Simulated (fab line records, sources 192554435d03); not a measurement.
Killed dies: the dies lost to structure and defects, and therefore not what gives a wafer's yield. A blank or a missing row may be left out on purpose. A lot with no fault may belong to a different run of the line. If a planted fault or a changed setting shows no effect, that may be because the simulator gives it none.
A struck lot beside a sound one ; flow n5_finfet ; 20 steps out of a route of 1938
Sound: these wafers, L705.2, L705.3, L705.5. Struck: wafers L714.3, L714.6. (L714.2 of the same lot was not struck and is left out.) The cause comes at the end.
Per side, at each step with rows, come the tool, then ch with its chambers, and then its first start. Under that, the readings that differ: sound wafers ; struck wafers ; difference of the means ; sigmas: that difference in standard deviations of wafers without a fault.
alike: same words and numbers on both sides, and readings whose means sit less than 2 such deviations apart. not compared: any withheld reading, any reading some wafer has no value for, any bound like >300 that may hide the same value, and any number with overlapping values for which the record gives no deviation.
Wherever a step has rows on one side only, a row that says differs or no value, or a row with sigmas, the two part there. Numbers that have no deviation but don't overlap get no sigmas and don't part them. A reading missing from all wafers of one side parts the sides only when that side holds two or more wafers.

first, 7 steps without rows for these wafers: N5_BEOL_M14_COAT_22 (resist thk 300 nm); N5_BEOL_M14_EBR_24; N5_BEOL_M14_SOFTBAKE_23 (time 60 s); N5_BEOL_M14_EXPOSE_25 (exposes mask M14, target cd 280 nm); N5_BEOL_M14_PEB_26 (peb time 90 s); N5_BEOL_M14_DEVELOP_27 (develop time 45 s); N5_BEOL_M14_HARDBAKE_32 (time 120 s).
N5_BEOL_M14_CD_MEAS_28 targets a cd of 284.4 nm.
  sound on cd_sem-01 ch 0, day 11 10:30; struck on cd_sem-01 ch 0, day 14 04:11
  alike: cd_nm
N5_BEOL_M14_OVL_MEAS_29:
  sound on overlay-02 ch 0, day 11 10:32; struck on overlay-02 ch 0, day 14 04:13
  alike: M14_OVL
N5_BEOL_M14_INSPECT_30: inspects for defects (macro).
  sound on defect_inspect-01 at day 11 10:33; struck on defect_inspect-01 at day 14 04:14
  alike: raw_defect_count
N5_BEOL_M14_DESCUM_33: chemistry O2, time 7.9 s.
  sound on rie_diel-06 ch 0,1,2, day 11 10:38; struck on rie_diel-05 ch 0,3, day 14 04:40
reading;sound;struck;difference;sigmas
throttle_valve_pct (%);20.85 20.92 20.63;20.37 20.36;-0.43;-2
  alike: drypump_motor_current_A, o2_flow_sccm, oes_product_au, rf_vpp_V, showerhead_plenum_p_Torr
  not compared: rf_hours_counter_h
N5_BEOL_M14_ETCH_67: etches SiARC in CF4, target depth 143 nm, time 238.3 s.
  sound on rie_diel-06 ch 0,1,2, day 11 10:40; struck on rie_diel-05 ch 0,3, day 14 04:43
reading;sound;struck;difference;sigmas
throttle_valve_pct (%);16.11 16.05 15.93;15.69 15.49;-0.44;-2
  alike: drypump_motor_current_A, etch_rf_on_time_s, oes_product_au, rf_vpp_V, showerhead_plenum_p_Torr
  not compared: rf_hours_counter_h
N5_BEOL_M14_ETCH_68: etches SOC in N2/H2, time 450 s.
  sound on rie_diel-06 ch 0,1,2, day 11 10:49; struck on rie_diel-05 ch 0,3, day 14 04:51
reading;sound;struck;difference;sigmas
oes_product_au (a.u.);0.67 0.69 0.69;1.09 1.12;+0.42;+5
model.SiARC_of_BEOL_M14_COAT_66.thk_nm (nm);66.4 65.4 65.8;35.4 36.4;-30.0;
model.BEOL_M14.cd_nm (nm);283.8 284.2 282.2;297.2 298.6;+14.5;
  alike: drypump_motor_current_A, rf_vpp_V, showerhead_plenum_p_Torr, throttle_valve_pct
  not compared: rf_hours_counter_h
then, 1 step without rows for these wafers: N5_BEOL_M14_STRIP_69 (strips in N2/H2).
N5_BEOL_M14_TRENCH_ETCH_34: etches SiO2 in C4F8/O2/Ar, target depth 556.65 nm, time 126.9 s.
  sound on rie_diel-06 ch 0,1,2, day 11 11:05; struck on rie_diel-05 ch 0,3, day 14 05:08
  alike: drypump_motor_current_A, oes_f_703_au, oes_product_au, rf_vpp_V, showerhead_plenum_p_Torr, throttle_valve_pct
  not compared: rf_hours_counter_h
then, 1 step without rows for these wafers: N5_BEOL_M14_STRIP_70 (strips in C4F8/O2/Ar).
N5_BEOL_M14_OCD_MEAS_35:
  sound on ocd-02 at day 11 11:14; struck on ocd-02 at day 14 05:17
  alike: trench_depth_nm
N5_BEOL_M14_STRIP_37: strips in O2.
  sound on rie_diel-02 ch 0,2,3, day 11 12:45; struck on rie_diel-02 ch 0, day 14 05:49
  alike: drypump_motor_current_A, o2_flow_sccm, oes_product_au, rf_vpp_V, showerhead_plenum_p_Torr, throttle_valve_pct
  not compared: rf_hours_counter_h
N5_BEOL_M14_ETCH_38: etches SiCN in CF4/N2, target depth 106.5 nm, time 120.6 s.
  sound on rie_diel-02 ch 0,2,3; struck on rie_diel-02 ch 0
reading;sound;struck;difference;sigmas
model.BEOL_M14.cd_nm (nm);283.4 284.4 282;297.2 298;+14.3;
  alike: drypump_motor_current_A, oes_product_au, rf_vpp_V, showerhead_plenum_p_Torr, throttle_valve_pct
  not compared: rf_hours_counter_h
then, 1 step without rows for these wafers: N5_BEOL_M14_PRECLEAN_39 (cleans in residue remover, time 60 s).

## WHERE THEY PART
First at N5_BEOL_M14_DESCUM_33; last, within this record, at N5_BEOL_M14_ETCH_68. Later steps at which nothing parts them and some readings are alike: N5_BEOL_M14_TRENCH_ETCH_34, N5_BEOL_M14_OCD_MEAS_35, N5_BEOL_M14_STRIP_37, N5_BEOL_M14_ETCH_38.

WHY: whatever the simulator had introduced
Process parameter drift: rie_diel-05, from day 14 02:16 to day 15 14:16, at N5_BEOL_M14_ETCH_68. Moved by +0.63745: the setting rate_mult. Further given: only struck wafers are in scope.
